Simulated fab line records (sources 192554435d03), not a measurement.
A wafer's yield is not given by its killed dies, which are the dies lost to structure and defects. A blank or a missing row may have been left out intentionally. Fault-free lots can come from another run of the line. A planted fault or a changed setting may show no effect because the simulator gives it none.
Which of the tools did it?    flow n5Finfet    Sampling: 8 lots, 24 wafers, 5 of 1938 route steps

WHAT EACH GAUGE READ, for each wafer
N5_BEOL_M4_RC_MEAS_101.
lot   measured      on         DIBL_N (mV/V)
L923  day 9 19:06   prober-01  34.4 32.8 34.7
L925  day 11 09:54  prober-01  35.8 35.7 37.3
L926  day 11 12:30  prober-02  35.3 37.4 35.4
L927  day 11 18:32  prober-01  36.0 36.1 35.8
L929  day 12 01:49  prober-02  33.4 37.6 34.8
L936  day 14 03:13  prober-01  35.1 36.7 36.6
L946  day 15 11:43  prober-01  35.7 34.8 34.3
L943  day 16 09:26  prober-01  34.5 36.4 35.0

WHICH TOOL RAN EACH LOT (tool, then ch and the chambers of the sampled wafers, then the start)
lot   N5_BEOL_M4_ETCH_64                 N5_BEOL_M4_DESCUM_33               N5_BEOL_M4_ETCH_70                 N5_BEOL_M4_ALD_84
L923  rieDiel-04 ch 0,2, day 8 15:19     rieDiel-05 ch 0,2,3, day 8 16:16   rieDiel-04 ch 1,2,3, day 9 14:26   aldMetal-02 ch 0,1,3, day 9 15:08
L925  rieDiel-05 ch 0,2, day 10 04:21    rieDiel-04 ch 0,1,2, day 10 05:16  rieDiel-04 ch 1,2, day 11 05:37    aldMetal-04 ch 2,3, day 11 06:26
L926  rieDiel-05 ch 0,2, day 10 04:35    rieDiel-04 ch 0,2,3, day 10 05:26  rieDiel-04 ch 2,3, day 11 08:22    aldMetal-04 ch 1,2, day 11 09:08
L927  rieDiel-02 ch 0,2,3, day 10 06:06  rieDiel-05 ch 1,2,3, day 10 07:04  rieDiel-05 ch 0,1,3, day 11 14:23  aldMetal-01 ch 0,2,3, day 11 15:11
L929  rieDiel-05 ch 0,1,3, day 10 19:25  rieDiel-04 ch 1,2, day 10 20:40    rieDiel-04 ch 1,2,3, day 11 21:02  aldMetal-02 ch 0,1, day 11 22:09
L936  rieDiel-05 ch 1,2, day 13 07:58    rieDiel-05 ch 1,3, day 13 09:38    rieDiel-05 ch 1,3, day 13 20:59    aldMetal-04 ch 1,2,3, day 13 22:02
L946  rieDiel-02 ch 0,1,3, day 14 11:12  rieDiel-05 ch 0,1, day 14 12:00    rieDiel-04 ch 0,1,2, day 15 07:01  aldMetal-04 ch 2,3, day 15 08:00
L943  rieDiel-04 ch 0,2,3, day 15 09:15  rieDiel-04 ch 2,3, day 15 10:04    rieDiel-04 ch 0,1, day 16 02:47    aldMetal-02 ch 0,2,3, day 16 04:04
- N5_BEOL_M4_ETCH_64: etches SOC in N2/H2, target depth 75 nm, overetch 22.5 nm, time 121.9 s.
- N5_BEOL_M4_DESCUM_33: chemistry O2, time 7 s.
- N5_BEOL_M4_ETCH_70: etches SOC in N2/H2, target depth 80 nm, overetch 24 nm, time 130 s.
- N5_BEOL_M4_ALD_84: deposits TaN, pulse time 2 s, purge time 3 s, co reactant purge time 2 s.

THE ANSWER, worked out from the rows above alone
Rule: the usual values come from the lots themselves. The widest of any qualifying gaps counts: lots, ordered by their means at a reading, are off when they make up no more than a third of the lots, leave a main group of 4 or more, and stand apart from it by 3 or more times the standard deviation of that group's means. The tables above print the reading to a certain number of digits; a main group whose means all agree to those digits is not used. Also off: a lot with no number at a reading for which 4 or more lots have one. Where the step has rows for the other lots, those lots are counted as sound.
Nothing can be told from this: no lot is off at any reading shown.

WHAT WAS PUT IN BY THE SIMULATOR
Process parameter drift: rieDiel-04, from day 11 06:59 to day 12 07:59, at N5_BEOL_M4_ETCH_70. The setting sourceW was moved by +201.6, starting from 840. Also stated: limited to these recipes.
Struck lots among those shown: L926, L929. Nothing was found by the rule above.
